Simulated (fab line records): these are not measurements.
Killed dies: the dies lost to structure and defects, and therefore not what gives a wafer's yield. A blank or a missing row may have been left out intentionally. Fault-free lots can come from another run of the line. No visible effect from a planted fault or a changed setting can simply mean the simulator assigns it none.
Which tool is to blame? | flow n5 finfet | 11 lots, 33 wafers sampled, at 5 steps of a route of 1938

## WHAT THE GAUGES READ, wafer by wafer
No reading from a measuring or inspecting step in the record can be judged against a usual standard deviation.

## WHICH TOOL RAN EACH LOT (tool, then ch and the chambers of the sampled wafers, then the start)
lot  | N5_DUMMY_GATE_ETCH_37             | N5_DUMMY_GATE_STRIP_40            | N5_SPACER0_ALD_00                | N5_SPACER0_ALD_08                | N5_PASSIVATION_PROBE_49
L390 | rie diel-04 ch 0,1,2, day 3 06:31 | rie diel-03 ch 0,2, day 3 06:45   | ald sin-02 ch 0,2, day 3 07:48   | ald sin-02 ch 0,2, day 3 08:04   | prober-01, day 13 11:59
L392 | rie diel-04 ch 1,2, day 3 15:30   | rie diel-05 ch 0,1,2, day 3 15:41 | ald sin-03 ch 1,2,3, day 3 17:47 | ald sin-03 ch 1,2,3, day 3 18:03 | -
L393 | rie diel-05 ch 1,2, day 4 04:50   | rie diel-03 ch 2,3, day 4 05:00   | ald sin-02 ch 1,2,3, day 4 06:06 | ald sin-02 ch 1,2,3, day 4 06:22 | prober-02, day 13 20:09
L394 | rie diel-05 ch 2,3, day 4 08:52   | rie diel-04 ch 1,2,3, day 4 09:02 | ald sin-04 ch 1,2, day 4 10:04   | ald sin-04 ch 1,2, day 4 10:19   | -
L395 | rie diel-05 ch 2,3, day 4 12:10   | rie diel-05 ch 0,2,3, day 4 12:21 | ald sin-03 ch 0,1,3, day 4 14:11 | ald sin-03 ch 0,1,3, day 4 14:26 | -
L396 | rie diel-04 ch 0,1, day 4 18:18   | rie diel-03 ch 0,1,2, day 4 18:29 | ald sin-04 ch 1,3, day 4 19:29   | ald sin-04 ch 1,3, day 4 19:45   | prober-02, day 14 20:20
L401 | rie diel-03 ch 1,2,3, day 6 03:40 | rie diel-03 ch 0,2,3, day 6 04:09 | ald sin-02 ch 2,3, day 6 05:12   | ald sin-02 ch 2,3, day 6 05:28   | prober-01, day 17 02:00
L404 | rie diel-04 ch 2,3, day 6 15:18   | rie diel-04 ch 1,3, day 6 15:44   | ald sin-04 ch 0,2, day 6 17:04   | ald sin-04 ch 0,2, day 6 17:19   | -
L406 | rie diel-04 ch 1,2,3, day 7 04:34 | rie diel-05 ch 0,1, day 7 04:58   | ald sin-03 ch 1,2, day 7 06:14   | ald sin-03 ch 1,2, day 7 06:29   | prober-01, day 16 20:40
L407 | rie diel-05 ch 2,3, day 7 09:21   | rie diel-03 ch 1,2, day 7 09:33   | ald sin-03 ch 1,2, day 7 10:44   | ald sin-03 ch 1,2, day 7 10:59   | -
L412 | rie diel-03 ch 0,1,3, day 8 18:57 | rie diel-03 ch 0,1,3, day 8 19:19 | ald sin-04 ch 0,2,3, day 8 21:04 | ald sin-04 ch 0,2,3, day 8 21:20 | -
- N5_DUMMY_GATE_ETCH_37: etches SOC in N2/H2, target depth 60 nm, overetch 30 nm.
- N5_DUMMY_GATE_STRIP_40: strips in CF4.
- N5_SPACER0_ALD_00: deposits SiOCN, target thk 3.5 nm, pulse time 3 s, purge time 2 s.
- N5_SPACER0_ALD_08: deposits SiNx, target thk 2 nm.
- N5_PASSIVATION_PROBE_49

## WHAT THE TOOLS THEMSELVES READ (means of the sampled wafers that have a number; where no wafer has one, the mark that the record gives instead)
N5_DUMMY_GATE_ETCH_37. Usual: chamber pressure mTorr 30.001 mTorr, standard deviation 0.025; drypump motor current A 5.5 A, standard deviation 0.49; n2 flow sccm 200.0 sccm, standard deviation 0.6; oes product au 0.63 a.u., standard deviation 0.066; rf fwd power W 830 W, standard deviation 4.1; rf vpp V 525 V, standard deviation 3.1; showerhead plenum p Torr 2.57 Torr, standard deviation 0.11; throttle valve pct 17.84 %, standard deviation 0.24.
lot  | tool        | chamber pressure mTorr (mTorr) | drypump motor current A (A) | n2 flow sccm (sccm) | oes product au (a.u.) | rf fwd power W (W) | rf vpp V (V) | showerhead plenum p Torr (Torr) | throttle valve pct (%) | flag
L390 | rie diel-04 | 30.003                         | 5.1                         | 199.7               | 0.60                  | 829                | 523          | 2.55                            | 17.79                  |
L392 | rie diel-04 | 30.011                         | 5.0                         | 199.8               | 0.59                  | 828                | 522          | 2.50                            | 17.85                  |
L393 | rie diel-05 | 30.000                         | 5.2                         | 199.7               | 0.59                  | 831                | 522          | 2.49                            | 18.05                  |
L394 | rie diel-05 | 30.003                         | 5.4                         | 200.2               | 0.62                  | 833                | 521          | 2.42                            | 17.90                  |
L395 | rie diel-05 | 30.028                         | 5.4                         | 199.6               | 0.61                  | 831                | 521          | 2.42                            | 17.91                  |
L396 | rie diel-04 | 29.982                         | 5.1                         | 200.7               | 0.61                  | 828                | 526          | 2.62                            | 17.98                  |
L401 | rie diel-03 | 30.010                         | 6.2                         | 200.2               | 0.57                  | 830                | 525          | 2.55                            | 18.01                  |
L404 | rie diel-04 | 29.987                         | 5.0                         | 200.4               | 0.58                  | 827                | 523          | 2.49                            | 17.79                  |
L406 | rie diel-04 | 29.977                         | 5.0                         | 200.4               | 0.59                  | 829                | 525          | 2.56                            | 17.95                  |
L407 | rie diel-05 | 29.999                         | 5.4                         | 200.1               | 0.74                  | 830                | 526          | 2.62                            | 17.65                  |
L412 | rie diel-03 | 29.999                         | 5.7                         | 200.3               | 0.64                  | 828                | 523          | 2.48                            | 17.97                  |

N5_DUMMY_GATE_STRIP_40. Usual: chamber pressure mTorr is 50.01 mTorr with standard deviation 0.056, drypump motor current A is 5.5 A with standard deviation 0.51, oes product au is 0.78 a.u. with standard deviation 0.076, rf fwd power W is 292.6 W with standard deviation 0.9, rf vpp V is 271.6 V with standard deviation 1.8, showerhead plenum p Torr is 1.82 Torr with standard deviation 0.072, and throttle valve pct is 13.70 % with standard deviation 0.22.
lot  | tool        | chamber pressure mTorr (mTorr) | drypump motor current A (A) | oes product au (a.u.) | rf fwd power W (W) | rf vpp V (V) | showerhead plenum p Torr (Torr) | throttle valve pct (%) | flag
L390 | rie diel-03 | 49.98                          | 5.3                         | 0.76                  | 292.9              | 269.7        | 1.77                            | 13.73                  |
L392 | rie diel-05 | 50.03                          | 5.5                         | 0.82                  | 292.7              | 271.5        | 1.85                            | 13.73                  |
L393 | rie diel-03 | 50.02                          | 6.2                         | 0.71                  | 293.4              | 271.9        | 1.84                            | 13.85                  |
L394 | rie diel-04 | 50.03                          | 5.0                         | 0.75                  | 293.0              | 270.5        | 1.82                            | 13.75                  |
L395 | rie diel-05 | 50.04                          | 5.6                         | 0.82                  | 293.1              | 271.6        | 1.79                            | 13.59                  |
L396 | rie diel-03 | 49.99                          | 5.7                         | 0.74                  | 292.6              | 270.9        | 1.80                            | 13.76                  |
L401 | rie diel-03 | 50.05                          | 5.8                         | 0.72                  | 293.4              | 271.3        | 1.78                            | 13.89                  |
L404 | rie diel-04 | 50.00                          | 4.9                         | 0.75                  | 292.6              | 273.3        | 1.86                            | 13.85                  |
L406 | rie diel-05 | 49.98                          | 5.7                         | 0.84                  | 291.8              | 273.1        | 1.91                            | 13.59                  |
L407 | rie diel-03 | 50.01                          | 6.1                         | 0.71                  | 292.2              | 272.2        | 1.84                            | 13.80                  |
L412 | rie diel-03 | 49.97                          | 5.7                         | 0.81                  | 293.0              | 270.6        | 1.76                            | 13.75                  |

N5_SPACER0_ALD_00. Usual: heater power w 845 W, standard deviation 62; precursor pulse height rel 0.999, standard deviation 0.02.
lot  | tool       | heater power w (W) | precursor pulse height rel | flag
L390 | ald sin-02 | 845                | 0.986                      |
L392 | ald sin-03 | 819                | 0.999                      |
L393 | ald sin-02 | 777                | 1.004                      |
L394 | ald sin-04 | 896                | 0.995                      |
L395 | ald sin-03 | 802                | 0.995                      |
L396 | ald sin-04 | 851                | 1.002                      |
L401 | ald sin-02 | 852                | 0.984                      |
L404 | ald sin-04 | 903                | 1.005                      |
L406 | ald sin-03 | 865                | 1.002                      |
L407 | ald sin-03 | 836                | 1.005                      |
L412 | ald sin-04 | 889                | 1.003                      |

N5_SPACER0_ALD_08. Usual: heater power w reads 846 W (standard deviation 64).
lot  | tool       | heater power w (W) | flag
L390 | ald sin-02 | 837                |
L392 | ald sin-03 | 812                |
L393 | ald sin-02 | 775                |
L394 | ald sin-04 | 877                |
L395 | ald sin-03 | 806                |
L396 | ald sin-04 | 842                |
L401 | ald sin-02 | 855                |
L404 | ald sin-04 | 915                |
L406 | ald sin-03 | 869                |
L407 | ald sin-03 | 834                |
L412 | ald sin-04 | 880                |

N5_PASSIVATION_PROBE_49. Usual: killed_at_M0_to_M3 35, standard deviation 12; killed_at_M4_up 13, standard deviation 5.8; killed at contacts 12, standard deviation 5.5; killed at front end 36, standard deviation 9.9; killed at other 4, standard deviation 3.7; killed dies 101, standard deviation 18; killed open 66, standard deviation 13; killed short 33, standard deviation 8.
lot  | tool      | killed_at_M0_to_M3 | killed_at_M4_up | killed at contacts | killed at front end | killed at other | killed dies | killed open | killed short | flag
L390 | prober-01 | 44                 | 20              | 15                 | 51                  | 3               | 132         | 86          | 44           |
L393 | prober-02 | 31                 | 12              | 9                  | 37                  | 3               | 92          | 53          | 37           |
L396 | prober-02 | 36                 | 10              | 11                 | 40                  | 2               | 99          | 62          | 37           |
L401 | prober-01 | 26                 | 13              | 6                  | 35                  | 2               | 82          | 55          | 24           |
L406 | prober-01 | 54                 | 15              | 21                 | 31                  | 7               | 128         | 84          | 42           |

## THE ANSWER, worked out from the rows above alone
Rule: a lot counts as off when the mean over its wafers that have a number is more than 3 standard deviations away from the usual mean. A lot without any number at a reading at which 4 lots or more have one is off too. The other lots that the step has rows for count as sound. First the gauges in route order, then the tools' own readings, where a lot's mean is used as printed above. At the first step where some lot is off, the reading lying furthest off is the one used; lots without a number count as furthest.
No lot is off on any of the readings shown, so nothing can be concluded from this.

## WHAT THE SIMULATOR PUT IN
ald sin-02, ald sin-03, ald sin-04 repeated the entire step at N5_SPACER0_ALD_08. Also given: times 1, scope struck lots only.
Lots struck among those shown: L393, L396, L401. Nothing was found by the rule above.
